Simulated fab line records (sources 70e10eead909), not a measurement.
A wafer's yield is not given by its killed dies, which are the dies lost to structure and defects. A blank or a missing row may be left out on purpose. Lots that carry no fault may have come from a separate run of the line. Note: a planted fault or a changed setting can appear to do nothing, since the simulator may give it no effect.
Which of the tools did it? / flow nand-harc / 13 lots, 39 wafers sampled, at 5 steps of a route of 1302

== WHAT EACH GAUGE READ, for each wafer ==
NHARC_END_SORT_01.
lot=L510; measured=day 27 07:04; on=prober-02; killed-at-array=104 89 96; killed-at-other=0 0 0; killed-at-periphery=3 6 3; killed-dies=107 95 99; killed-open=1 4 7; killed-short=3 5 1
lot=L514; measured=day 27 18:27; on=prober-02; killed-at-array=80 68 672; killed-at-other=0 1 0; killed-at-periphery=3 1 1; killed-dies=83 70 673; killed-open=3 3 1; killed-short=2 2 0
lot=L517; measured=day 28 16:09; on=prober-01; killed-at-array=86 672 93; killed-at-other=0 1 0; killed-at-periphery=3 1 1; killed-dies=89 674 94; killed-open=3 0 0; killed-short=4 6 4
lot=L524; measured=day 32 20:26; on=prober-01; killed-at-array=110; killed-at-other=3; killed-at-periphery=5; killed-dies=118; killed-open=4; killed-short=4
lot=L526; measured=day 32 20:58; on=prober-02; killed-at-array=63 62 56; killed-at-other=0 0 2; killed-at-periphery=4 0 4; killed-dies=67 62 62; killed-open=4 1 5; killed-short=5 1 5
lot=L527; measured=day 33 06:11; on=prober-02; killed-at-array=39 46; killed-at-other=0 4; killed-at-periphery=5 3; killed-dies=44 53; killed-open=4 4; killed-short=1 1
lot=L528; measured=day 33 06:11; on=prober-01; killed-at-array=61 59 62; killed-at-other=1 0 1; killed-at-periphery=8 4 5; killed-dies=70 63 68; killed-open=3 3 6; killed-short=5 2 1
lot=L529; measured=day 33 14:00; on=prober-02; killed-at-array=51 47 51; killed-at-other=0 0 0; killed-at-periphery=8 4 10; killed-dies=59 51 61; killed-open=3 3 5; killed-short=6 1 1

== WHICH TOOL RAN EACH LOT (tool, then ch and the chambers of the sampled wafers, then the start) ==
lot=L508; NHARC_A_CHANNEL_HOLE_D1_DEP_01=pecvd-04 ch 0,1,2, day 8 18:22; NHARC_THIN_TSV_ANNEAL_52=rtp-anneal-01 ch 0, day 25 10:17; NHARC_THIN_TSV_DEGAS_53=pvd-sputter-02, day 25 11:03; NHARC_THIN_TSV_ETCH_59=rie-metal-01 ch 0, day 25 12:23
lot=L507; NHARC_A_CHANNEL_HOLE_D1_DEP_01=pecvd-02 ch 0,2, day 8 18:48; NHARC_THIN_TSV_ANNEAL_52=rtp-anneal-01 ch 0, day 25 07:54; NHARC_THIN_TSV_DEGAS_53=pvd-sputter-02, day 25 08:40; NHARC_THIN_TSV_ETCH_59=rie-metal-02 ch 0,1, day 25 09:58
lot=L510; NHARC_A_CHANNEL_HOLE_D1_DEP_01=pecvd-02 ch 0,1, day 10 04:36; NHARC_THIN_TSV_ANNEAL_52=rtp-anneal-02 ch 0, day 26 18:43; NHARC_THIN_TSV_DEGAS_53=pvd-sputter-03, day 26 19:32; NHARC_THIN_TSV_ETCH_59=rie-metal-03 ch 0,1, day 26 20:52
lot=L511; NHARC_A_CHANNEL_HOLE_D1_DEP_01=pecvd-04 ch 0,1,2, day 10 04:38; NHARC_THIN_TSV_ANNEAL_52=rtp-anneal-02 ch 0, day 26 12:04; NHARC_THIN_TSV_DEGAS_53=pvd-sputter-01, day 26 12:48; NHARC_THIN_TSV_ETCH_59=rie-metal-02 ch 0,1, day 26 14:14
lot=L512; NHARC_A_CHANNEL_HOLE_D1_DEP_01=pecvd-03 ch 1,2, day 10 17:26; NHARC_THIN_TSV_ANNEAL_52=rtp-anneal-01 ch 0, day 26 17:38; NHARC_THIN_TSV_DEGAS_53=pvd-sputter-01, day 26 18:25; NHARC_THIN_TSV_ETCH_59=rie-metal-01 ch 0,1, day 26 19:42
lot=L514; NHARC_A_CHANNEL_HOLE_D1_DEP_01=pecvd-03 ch 0,1,2, day 11 16:20; NHARC_THIN_TSV_ANNEAL_52=rtp-anneal-02 ch 0, day 27 04:07; NHARC_THIN_TSV_DEGAS_53=pvd-sputter-03, day 27 04:46; NHARC_THIN_TSV_ETCH_59=rie-metal-03 ch 1, day 27 06:16
lot=L517; NHARC_A_CHANNEL_HOLE_D1_DEP_01=pecvd-03 ch 0,1, day 12 12:26; NHARC_THIN_TSV_ANNEAL_52=rtp-anneal-01 ch 0, day 28 04:25; NHARC_THIN_TSV_DEGAS_53=pvd-sputter-02, day 28 05:11; NHARC_THIN_TSV_ETCH_59=rie-metal-03 ch 0,1, day 28 06:37
lot=L524; NHARC_A_CHANNEL_HOLE_D1_DEP_01=pecvd-03 ch 1,2, day 15 19:54; NHARC_THIN_TSV_ANNEAL_52=rtp-anneal-01 ch 0, day 32 06:46; NHARC_THIN_TSV_DEGAS_53=pvd-sputter-03, day 32 07:35; NHARC_THIN_TSV_ETCH_59=rie-metal-03 ch 0,1, day 32 09:07
lot=L526; NHARC_A_CHANNEL_HOLE_D1_DEP_01=pecvd-03 ch 0,1,2, day 16 02:35; NHARC_THIN_TSV_ANNEAL_52=rtp-anneal-01 ch 0, day 32 07:53; NHARC_THIN_TSV_DEGAS_53=pvd-sputter-02, day 32 08:43; NHARC_THIN_TSV_ETCH_59=rie-metal-02 ch 0,1, day 32 10:10
lot=L527; NHARC_A_CHANNEL_HOLE_D1_DEP_01=pecvd-03 ch 0,1, day 17 06:41; NHARC_THIN_TSV_ANNEAL_52=rtp-anneal-02 ch 0, day 32 19:09; NHARC_THIN_TSV_DEGAS_53=pvd-sputter-02, day 32 19:59; NHARC_THIN_TSV_ETCH_59=rie-metal-01 ch 0,1, day 32 21:28
lot=L528; NHARC_A_CHANNEL_HOLE_D1_DEP_01=pecvd-02 ch 0,1, day 17 07:41; NHARC_THIN_TSV_ANNEAL_52=rtp-anneal-02 ch 0, day 32 20:23; NHARC_THIN_TSV_DEGAS_53=pvd-sputter-02, day 32 21:11; NHARC_THIN_TSV_ETCH_59=rie-metal-01 ch 0,1, day 32 22:32
lot=L529; NHARC_A_CHANNEL_HOLE_D1_DEP_01=pecvd-02 ch 0,1,2, day 17 15:54; NHARC_THIN_TSV_ANNEAL_52=rtp-anneal-02 ch 0, day 33 01:38; NHARC_THIN_TSV_DEGAS_53=pvd-sputter-03, day 33 02:26; NHARC_THIN_TSV_ETCH_59=rie-metal-01 ch 0,1, day 33 03:45
lot=L530; NHARC_A_CHANNEL_HOLE_D1_DEP_01=pecvd-03 ch 0,2, day 17 20:20; NHARC_THIN_TSV_ANNEAL_52=rtp-anneal-02 ch 0, day 33 00:35; NHARC_THIN_TSV_DEGAS_53=pvd-sputter-02, day 33 01:24; NHARC_THIN_TSV_ETCH_59=rie-metal-03 ch 0,1, day 33 02:51
- NHARC_A_CHANNEL_HOLE_D1_DEP_01: deposits SiON, target thk 140 nm.
- NHARC_THIN_TSV_ANNEAL_52: time 90 s.
- NHARC_THIN_TSV_DEGAS_53: time 60 s.
- NHARC_THIN_TSV_ETCH_59: etches the open film in Cl2/BCl3, target depth 880 nm, time 138.1 s.

== WHAT THE TOOLS THEMSELVES READ (means of the sampled wafers that have a number; where no wafer has one, the mark that the record gives instead) ==
NHARC_A_CHANNEL_HOLE_D1_DEP_01.
lot=L508; tool=pecvd-04; heater-power-w (W)=685; showerhead-vpp-V (V)=1155
lot=L507; tool=pecvd-02; heater-power-w (W)=805; showerhead-vpp-V (V)=1057
lot=L510; tool=pecvd-02; heater-power-w (W)=695; showerhead-vpp-V (V)=1009
lot=L511; tool=pecvd-04; heater-power-w (W)=671; showerhead-vpp-V (V)=1160
lot=L512; tool=pecvd-03; heater-power-w (W)=644; showerhead-vpp-V (V)=1171
lot=L514; tool=pecvd-03; heater-power-w (W)=745; showerhead-vpp-V (V)=1151
lot=L517; tool=pecvd-03; heater-power-w (W)=612; showerhead-vpp-V (V)=1146
lot=L524; tool=pecvd-03; heater-power-w (W)=665; showerhead-vpp-V (V)=1184
lot=L526; tool=pecvd-03; heater-power-w (W)=689; showerhead-vpp-V (V)=1143
lot=L527; tool=pecvd-03; heater-power-w (W)=721; showerhead-vpp-V (V)=1103
lot=L528; tool=pecvd-02; heater-power-w (W)=674; showerhead-vpp-V (V)=1019
lot=L529; tool=pecvd-02; heater-power-w (W)=754; showerhead-vpp-V (V)=1044
lot=L530; tool=pecvd-03; heater-power-w (W)=735; showerhead-vpp-V (V)=1125

NHARC_THIN_TSV_ANNEAL_52.
lot=L508 tool=rtp-anneal-01 wafer_temp_C_max=226.7
lot=L507 tool=rtp-anneal-01 wafer_temp_C_max=226.7
lot=L510 tool=rtp-anneal-02 wafer_temp_C_max=226.0
lot=L511 tool=rtp-anneal-02 wafer_temp_C_max=226.2
lot=L512 tool=rtp-anneal-01 wafer_temp_C_max=226.5
lot=L514 tool=rtp-anneal-02 wafer_temp_C_max=226.2
lot=L517 tool=rtp-anneal-01 wafer_temp_C_max=226.2
lot=L524 tool=rtp-anneal-01 wafer_temp_C_max=226.8
lot=L526 tool=rtp-anneal-01 wafer_temp_C_max=226.8
lot=L527 tool=rtp-anneal-02 wafer_temp_C_max=226.0
lot=L528 tool=rtp-anneal-02 wafer_temp_C_max=226.1
lot=L529 tool=rtp-anneal-02 wafer_temp_C_max=225.9
lot=L530 tool=rtp-anneal-02 wafer_temp_C_max=226.1

NHARC_THIN_TSV_DEGAS_53.
lot=L508; tool=pvd-sputter-02; heater-power-w (W)=434
lot=L507; tool=pvd-sputter-02; heater-power-w (W)=441
lot=L510; tool=pvd-sputter-03; heater-power-w (W)=450
lot=L511; tool=pvd-sputter-01; heater-power-w (W)=463
lot=L512; tool=pvd-sputter-01; heater-power-w (W)=456
lot=L514; tool=pvd-sputter-03; heater-power-w (W)=452
lot=L517; tool=pvd-sputter-02; heater-power-w (W)=406
lot=L524; tool=pvd-sputter-03; heater-power-w (W)=460
lot=L526; tool=pvd-sputter-02; heater-power-w (W)=428
lot=L527; tool=pvd-sputter-02; heater-power-w (W)=431
lot=L528; tool=pvd-sputter-02; heater-power-w (W)=412
lot=L529; tool=pvd-sputter-03; heater-power-w (W)=461
lot=L530; tool=pvd-sputter-02; heater-power-w (W)=431

NHARC_THIN_TSV_ETCH_59.
lot=L508; tool=rie-metal-01; drypump-motor-current-A (A)=5.15; mfc-cl2-sccm (sccm)=60.06; oes-product-au (a.u.)=0.998; throttle-valve-pct (%)=22.263
lot=L507; tool=rie-metal-02; drypump-motor-current-A (A)=5.78; mfc-cl2-sccm (sccm)=60.03; oes-product-au (a.u.)=1.000; throttle-valve-pct (%)=22.263
lot=L510; tool=rie-metal-03; drypump-motor-current-A (A)=5.48; mfc-cl2-sccm (sccm)=60.07; oes-product-au (a.u.)=0.996; throttle-valve-pct (%)=22.256
lot=L511; tool=rie-metal-02; drypump-motor-current-A (A)=5.61; mfc-cl2-sccm (sccm)=60.10; oes-product-au (a.u.)=1.012; throttle-valve-pct (%)=22.259
lot=L512; tool=rie-metal-01; drypump-motor-current-A (A)=5.52; mfc-cl2-sccm (sccm)=60.06; oes-product-au (a.u.)=0.982; throttle-valve-pct (%)=22.279
lot=L514; tool=rie-metal-03; drypump-motor-current-A (A)=5.19; mfc-cl2-sccm (sccm)=59.85; oes-product-au (a.u.)=0.996; throttle-valve-pct (%)=22.259
lot=L517; tool=rie-metal-03; drypump-motor-current-A (A)=5.41; mfc-cl2-sccm (sccm)=59.90; oes-product-au (a.u.)=0.991; throttle-valve-pct (%)=22.264
lot=L524; tool=rie-metal-03; drypump-motor-current-A (A)=5.34; mfc-cl2-sccm (sccm)=59.88; oes-product-au (a.u.)=1.000; throttle-valve-pct (%)=22.268
lot=L526; tool=rie-metal-02; drypump-motor-current-A (A)=5.79; mfc-cl2-sccm (sccm)=59.68; oes-product-au (a.u.)=1.025; throttle-valve-pct (%)=22.268
lot=L527; tool=rie-metal-01; drypump-motor-current-A (A)=5.52; mfc-cl2-sccm (sccm)=59.87; oes-product-au (a.u.)=1.004; throttle-valve-pct (%)=22.273
lot=L528; tool=rie-metal-01; drypump-motor-current-A (A)=5.35; mfc-cl2-sccm (sccm)=60.13; oes-product-au (a.u.)=1.000; throttle-valve-pct (%)=22.271
lot=L529; tool=rie-metal-01; drypump-motor-current-A (A)=5.55; mfc-cl2-sccm (sccm)=59.82; oes-product-au (a.u.)=1.010; throttle-valve-pct (%)=22.264
lot=L530; tool=rie-metal-03; drypump-motor-current-A (A)=5.35; mfc-cl2-sccm (sccm)=59.91; oes-product-au (a.u.)=0.997; throttle-valve-pct (%)=22.262

== THE ANSWER, worked out from the rows above alone ==
Rule: usual is defined by the lots themselves. The widest of any qualifying gaps counts: lots, ordered by their means at a reading, are off when they make up no more than a third of the lots, leave a main group of 4 or more, and stand apart from it by 3 or more times the standard deviation of that group's means. A main group is skipped when, at the precision printed for the reading in the tables above, its means are all equal. Also off: a lot with no number at a reading for which 4 or more lots have one. The other lots that the step has rows for count as sound. The gauges are gone through in route order, then the tools' own readings, and for those a lot's mean is taken as printed above. The first step at which some lot is off is used, and at that step the reading that is off furthest; a lot without a number counts as furthest.
Off at NHARC_END_SORT_01 (killed-at-array): L514, L517. For the main group the mean is 70 and the standard deviation 25. Neither off nor sound, because the step has no rows for them: L508, L507, L511, L512, L530.
A tool fits if, at a process step before that reading, it ran every lot that is off, and no sound lot after the first of them. The gauges at NHARC_END_SORT_01 are tried like those tools. No candidate that was tried fits.

== WHAT THE SIMULATOR PUT IN ==
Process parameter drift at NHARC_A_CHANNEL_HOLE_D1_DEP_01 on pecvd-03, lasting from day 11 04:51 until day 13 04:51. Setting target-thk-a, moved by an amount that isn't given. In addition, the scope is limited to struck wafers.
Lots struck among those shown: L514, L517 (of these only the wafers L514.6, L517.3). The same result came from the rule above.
